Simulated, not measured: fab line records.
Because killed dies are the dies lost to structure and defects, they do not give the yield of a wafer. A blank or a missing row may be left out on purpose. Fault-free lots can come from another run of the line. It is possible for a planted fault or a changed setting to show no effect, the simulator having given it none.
A lot that was struck, set against a sound lot / flow nand harc / 16 out of 1302 route steps
Sound: these wafers, L793.2, L793.3, L793.6. Wafers struck: L811.1, L811.2, L811.5. At the end, the cause is stated.
Each step with rows lists, per side, the tool, then ch with its chambers, then its first start. Under that, the readings that differ: sound wafers / struck wafers / difference of the means / sigmas: that difference in standard deviations of wafers without a fault.
alike: readings with means less than 2 such deviations apart, plus words and numbers identical on both sides. not compared: withheld readings, readings lacking a value on some wafer, bounds such as >300 that could conceal the same value, and numbers that have no deviation in the record and whose values overlap.
Wherever a step has rows on one side only, a row that says differs or no value, or a row with sigmas, the two part there. Numbers that have no deviation but don't overlap get no sigmas and don't part them. Lack of a reading on every wafer of one side parts them only where that side has two or more wafers.

NHARC_A_ONON_D2_THK_MEAS_02: measures by ellipsometry.
  sound on film metro-02, day 12 20:01; struck on film metro-01, day 20 08:17
  alike: thk nm
after that, 1 step with no rows for these wafers: NHARC_A_ONON_D2_DEP_03 (target thk 1000 nm).
NHARC_A_ONON_D2_THK_MEAS_05: measures by ellipsometry.
  sound on film metro-01, day 12 20:35; struck on film metro-02, day 20 08:51
reading=thk nm (nm); sound=1008 1010 1010; struck=985 983 985; difference=-25; sigmas=-3
after that, 1 step with no rows for these wafers: NHARC_A_ONON_D2_DEP_06 (target thk 1000 nm).
NHARC_A_ONON_D2_THK_MEAS_08: measures by ellipsometry.
  sound on film metro-01, day 12 21:09; struck on film metro-02, day 20 09:25
  alike: thk nm
after that, 1 step with no rows for these wafers: NHARC_A_ONON_D2_DEP_09 (target thk 1000 nm).
NHARC_A_ONON_D2_THK_MEAS_11: measures by ellipsometry.
  sound on film metro-01, day 12 21:43; struck on film metro-02, day 20 09:59
  alike: thk nm
after that, 1 step with no rows for these wafers: NHARC_A_ONON_D2_DEP_12 (target thk 1000 nm).
NHARC_A_ONON_D2_THK_MEAS_14: measures by ellipsometry.
  sound on film metro-02, day 12 22:17; struck on film metro-01, day 20 10:34
  alike: thk nm
then, 2 steps without rows for these wafers: NHARC_A_ONON_D2_ANNEAL_15 (time 3600 s); NHARC_A_ONON_D2_DEP_16 (target thk 1000 nm).
NHARC_A_ONON_D2_THK_MEAS_18: measures by ellipsometry.
  sound on film metro-02, day 13 06:01; struck on film metro-02, day 20 18:19
  alike: thk nm
NHARC_A_ONON_D2_DEP_19: target thk 1000 nm.
  sound on pecvd onon-02 ch 0, day 13 06:08; struck on pecvd onon-02 ch 0, day 20 18:22
  alike: n2 flow sccm
NHARC_A_ONON_D2_THK_MEAS_21: measures by ellipsometry.
  sound on film metro-02, day 13 06:35; struck on film metro-02, day 20 18:53
reading=thk nm (nm); sound=998 998 998; struck=791 791 791; difference=-207; sigmas=-21
after that, 1 step with no rows for these wafers: NHARC_A_ONON_D2_DEP_22 (target thk 1000 nm).
-- record jumps: 12 days between struck wafers' starts before vs after; left off in module A_ONON_D2, resumes in module END, first step shown is number 1302 of the route --
NHARC_END_SORT_01:
  at this point the record logs the struck wafers (prober-01 ch 0, day 32 07:06) and has no rows for the sound ones

WHERE THEY PART
At NHARC_A_ONON_D2_THK_MEAS_05 first; at NHARC_END_SORT_01 last (within this record only).

WHY: what the simulator had put in
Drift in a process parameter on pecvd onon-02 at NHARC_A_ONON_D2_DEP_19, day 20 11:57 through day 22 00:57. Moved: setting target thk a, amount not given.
